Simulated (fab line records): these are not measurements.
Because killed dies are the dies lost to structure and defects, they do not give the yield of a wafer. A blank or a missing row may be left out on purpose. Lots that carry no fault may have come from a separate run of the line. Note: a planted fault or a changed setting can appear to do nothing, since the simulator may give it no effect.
A lot that was struck, set against a sound lot || flow nand-harc || 39 steps out of a route of 1302
Sound: wafers L681.2, L681.4, L681.5. Wafers L690.2, L690.4, L690.6 were the ones struck. The cause comes at the end.
Order at every step that has rows: each side's tool, ch and its chambers, its first start. Under that, the readings that differ: sound wafers || struck wafers || difference of the means || sigmas: that difference in standard deviations of wafers without a fault.
alike: same words and numbers on both sides, and readings whose means sit less than 2 such deviations apart. not compared: any withheld reading, any reading some wafer has no value for, any bound like >300 that may hide the same value, and any number with overlapping values for which the record gives no deviation.
Wherever a step has rows on one side only, a row that says differs or no value, or a row with sigmas, the two part there. Numbers that don't overlap but have no deviation are shown without sigmas and don't part them. A reading missing from all wafers of one side parts the sides only when that side holds two or more wafers.

first, 6 steps without rows for these wafers: NHARC_A_STAIRCASE_EBR_285; NHARC_A_STAIRCASE_EXPOSE_286 (exposes mask CHOP 100); NHARC_A_STAIRCASE_PEB_287 (peb time 130 s); NHARC_A_STAIRCASE_DEVELOP_288 (time 140 s); NHARC_A_STAIRCASE_HARDBAKE_290 (time 140 s); NHARC_A_STAIRCASE_DESCUM_291 (chemistry O2, time 3 s).
NHARC_A_STAIRCASE_ETCH_292: etches the open film in CF4/CHF3.
  sound on rie-diel-03 ch 1,3, day 19 18:59; struck on rie-diel-07 ch 1,3, day 22 13:58
  alike: drypump-motor-current-A, oes-product-au, rf-vpp-V, showerhead-plenum-p-Torr, throttle-valve-pct
  not compared: rf-hours-counter-h
then, 2 steps without rows for these wafers: NHARC_A_STAIRCASE_HM_OPEN_460 (chemistry O2/COS); NHARC_A_STAIRCASE_STRIP_461 (strips in O2/COS).
NHARC_A_STAIRCASE_ETCH_452: etches the open film in CF4/O2, target depth 30 nm, overetch 3 nm, time 16.5 s.
  sound on rie-diel-03 ch 1,3; struck on rie-diel-07 ch 0,1
  alike: drypump-motor-current-A, oes-product-au, rf-vpp-V, showerhead-plenum-p-Torr, throttle-valve-pct
  not compared: rf-hours-counter-h
then, 1 step without rows for these wafers: NHARC_A_STAIRCASE_ETCH_294 (etches the open film in C4F8/O2/Ar, target depth 4989 nm, time 1211.6 s).
NHARC_A_STAIRCASE_STRIP_295: strips in O2.
  sound on rie-diel-03 ch 0,1,2, day 19 23:13; struck on rie-diel-07 ch 1,3, day 22 15:17
  alike: drypump-motor-current-A, oes-product-au, rf-vpp-V, showerhead-plenum-p-Torr, throttle-valve-pct
  not compared: rf-hours-counter-h
then, 3 steps without rows for these wafers: NHARC_A_STAIRCASE_STRIP_296 (strips in SPM, time 900 s); NHARC_A_STAIRCASE_PRECLEAN_297 (cleans in SC1); NHARC_A_STAIRCASE_SRD_298.
NHARC_A_STAIRCASE_HM_DEP_462: deposits aC, target thk 800 nm.
  sound on acl-dep-01 ch 0, day 20 02:19; struck on acl-dep-01 ch 0, day 22 20:02
  alike: throttle-valve-pct
then, 15 steps without rows for these wafers: NHARC_A_STAIRCASE_DEP_301 (deposits SiON, target thk 30 nm); NHARC_A_STAIRCASE_DEHYDRATE_302 (time 120 s); NHARC_A_STAIRCASE_HMDS_303 (time 30 s); NHARC_A_STAIRCASE_COAT_304; NHARC_A_STAIRCASE_SOFTBAKE_305 (time 170 s); NHARC_A_STAIRCASE_EBR_306; NHARC_A_STAIRCASE_EXPOSE_307 (exposes mask CHOP 50); NHARC_A_STAIRCASE_PEB_308 (peb time 130 s); NHARC_A_STAIRCASE_DEVELOP_309 (time 140 s); NHARC_A_STAIRCASE_HARDBAKE_311 (time 140 s); NHARC_A_STAIRCASE_DESCUM_312 (chemistry O2, time 3 s); NHARC_A_STAIRCASE_ETCH_313 (etches the open film in CF4/CHF3); NHARC_A_STAIRCASE_HM_OPEN_463 (chemistry O2/COS); NHARC_A_STAIRCASE_STRIP_464 (strips in O2/COS); NHARC_A_STAIRCASE_ETCH_453 (etches the open film in CF4/O2, target depth 30 nm, overetch 3 nm, time 16.5 s).
NHARC_A_STAIRCASE_ETCH_315: etches the open film in C4F8/O2/Ar, target depth 2500 nm, time 607.1 s.
  sound on rie-diel-07 ch 1,2; struck on rie-diel-05 ch 0,2,3
  alike: oes-product-au, rf-vpp-V
  not compared: rf-hours-counter-h
then, 4 steps without rows for these wafers: NHARC_A_STAIRCASE_STRIP_316 (strips in O2); NHARC_A_STAIRCASE_STRIP_317 (strips in SPM, time 900 s); NHARC_A_STAIRCASE_PRECLEAN_318 (cleans in SC1); NHARC_A_STAIRCASE_SRD_329.
NHARC_A_STAIRCASE_ALD_415: deposits SiO2, target thk 30 nm, pulse time 6 s, ald cycles 300.
  sound on ald-hk-03 ch 1,2,3, day 20 07:29; struck on ald-hk-02 ch 0,1,3, day 23 00:46
  alike: heater-power-w, precursor-pulse-height-rel
then, 1 step without rows for these wafers: NHARC_A_STAIRCASE_ETCHBACK_416 (etches the open film in C4F8/O2/Ar, target depth 36 nm, time 7.2 s).
-- break in the record here, with 7 days between the starts of the struck wafers on either side (left off in module A_STAIRCASE, picked up again in module END, where the first step shown is number 1302 on the route) --
NHARC_END_SORT_01:
  here the record holds rows for the struck wafers (prober-02 ch 0, day 30 09:59) but none for the sound ones

== WHERE THEY PART ==
Only at NHARC_END_SORT_01, as far as this record shows.

WHY: whatever the simulator had introduced
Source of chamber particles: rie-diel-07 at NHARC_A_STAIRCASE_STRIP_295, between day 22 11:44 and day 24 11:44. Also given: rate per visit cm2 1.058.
